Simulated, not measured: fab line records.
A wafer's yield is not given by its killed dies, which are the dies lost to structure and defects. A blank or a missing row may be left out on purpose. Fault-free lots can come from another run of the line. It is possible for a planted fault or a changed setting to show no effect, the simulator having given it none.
Chamber matching -- flow n5Finfet -- aldSin-04 running N5_STI_FIN_REVEAL_ALD_00: 4 sister chambers
The step deposits SiO2, target thk 1 nm, pulse time 1 s. 8 wafers are shown with their chamber, then 9 later ones without.

## EACH WAFER AND ITS CHAMBER
wafer,chamber,heaterPowerOuterW (W),heaterPowerW (W)
L084.6,3,325,560
L085.3,0,234,441
L085.5,3,329,546
L086.1,1,235,431
L086.6,2,253,474
L087.2,2,262,477
L087.5,1,234,426
L087.6,0,234,436

## WAFERS WITH NO CHAMBER GIVEN
wafer,heaterPowerOuterW (W),heaterPowerW (W)
L089.1,229,412
L089.4,325,550
L089.6,259,483
L090.3,327,558
L090.4,233,434
L090.6,327,561
L095.2,260,472
L095.5,238,430
L095.6,234,453

## THE CHAMBER EACH PASSED THROUGH
wafer,from the rows above,in truth
L089.1,can't be placed: 1 or 0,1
L089.4,3,3
L089.6,2,2
L090.3,3,3
L090.4,can't be placed: 0 or 1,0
L090.6,3,3
L095.2,2,2
L095.5,can't be placed: 1 or 0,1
L095.6,can't be placed: 0 or 1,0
Correct placement for 5 of the 9. Can't be placed from these rows: 4 (the true chamber is among the candidates in 4). Number placed wrongly: 0.
How it was worked out, from the rows above alone: a wafer's distance from a chamber is the root of the sum, over the readings, of the square of ((its reading less the chamber's mean) divided by the reading's scatter). The wafer belongs to the nearest chamber; if the next one is less than 2 further off, it can't be placed. For every chamber, the mean is computed from those of its wafers that are shown. The scatter: take each reading less its chamber's mean, square it, sum over the shown wafers, divide by the number of wafers less the number of chambers, and take the root.
